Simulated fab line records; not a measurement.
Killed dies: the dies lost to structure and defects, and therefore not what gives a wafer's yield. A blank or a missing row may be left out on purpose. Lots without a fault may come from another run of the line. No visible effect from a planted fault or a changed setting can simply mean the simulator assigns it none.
Matching of chambers	flow n5 finfet	rie si-04 running N5_FIN_CUT_CUT_ETCH_15: 4 sister chambers
The step etches Si in HBr/Cl2/O2, target depth 100 nm, bt time 10 s, time 42.4 s. 16 wafers are shown with their chamber, then 8 later ones without.

WAFERS PAIRED WITH THEIR CHAMBERS
wafer	chamber	throttle valve pct (%)	drypump motor current A (A)	oes product au (a.u.)
L074.2	1	37.74	5.7	1.008
L074.3	0	37.40	5.9	1.011
L074.4	2	37.18	5.3	0.969
L083.1	2	37.19	5.3	0.976
L083.2	1	37.75	5.8	1.008
L083.6	1	37.76	5.8	1.018
L084.2	3	37.09	5.8	1.018
L084.4	1	37.74	5.7	1.009
L084.5	2	37.19	5.3	0.967
L085.1	1	37.77	5.8	1.018
L085.3	3	37.09	5.7	1.012
L085.6	1	37.75	5.7	1.007
L086.2	0	37.39	6.0	1.014
L086.3	1	37.75	5.7	1.008
L086.4	3	37.10	5.7	1.013
L089.1	3	37.10	5.8	1.016

SIGNATURES (averages over the wafers above)
reading	chamber 0	chamber 1	chamber 2	chamber 3	scatter within a chamber
throttle valve pct	37.3950	37.7514	37.1867	37.0950	0.00867
drypump motor current A	5.950	5.743	5.300	5.750	0.0518
oes product au	1.01250	1.01086	0.97067	1.01475	0.00425
Rule: for each reading, subtract the chamber's mean from the wafer's reading, divide by that reading's scatter and square the result; add these up over the readings and take the root, which gives the wafer's distance from the chamber. If the next closest chamber is less than 2 further off than the closest, the wafer can't be placed; otherwise it belongs to the closest. How the scatter is found: for the shown wafers, subtract from each reading the mean of its chamber, square and add these, divide the total by (wafers less chambers), then take the root.

WAFERS MISSING THEIR CHAMBER
wafer	throttle valve pct (%)	drypump motor current A (A)	oes product au (a.u.)
L089.3	37.41	5.9	1.008
L089.4	37.74	5.7	1.014
L095.1	37.09	5.8	1.017
L095.2	37.39	6.0	1.002
L095.3	37.75	5.7	1.005
L095.4	37.21	5.3	0.971
L095.5	37.09	5.7	1.028
L095.6	37.40	5.9	1.017

WHICH CHAMBER EACH ONE RAN IN
wafer	from the rows above	in truth
L089.3	0	0
L089.4	1	1
L095.1	3	3
L095.2	0	0
L095.3	1	1
L095.4	2	2
L095.5	3	3
L095.6	0	0
Placed correctly: 8 of 8. Not placeable from these rows: 0. Placed wrongly: 0.
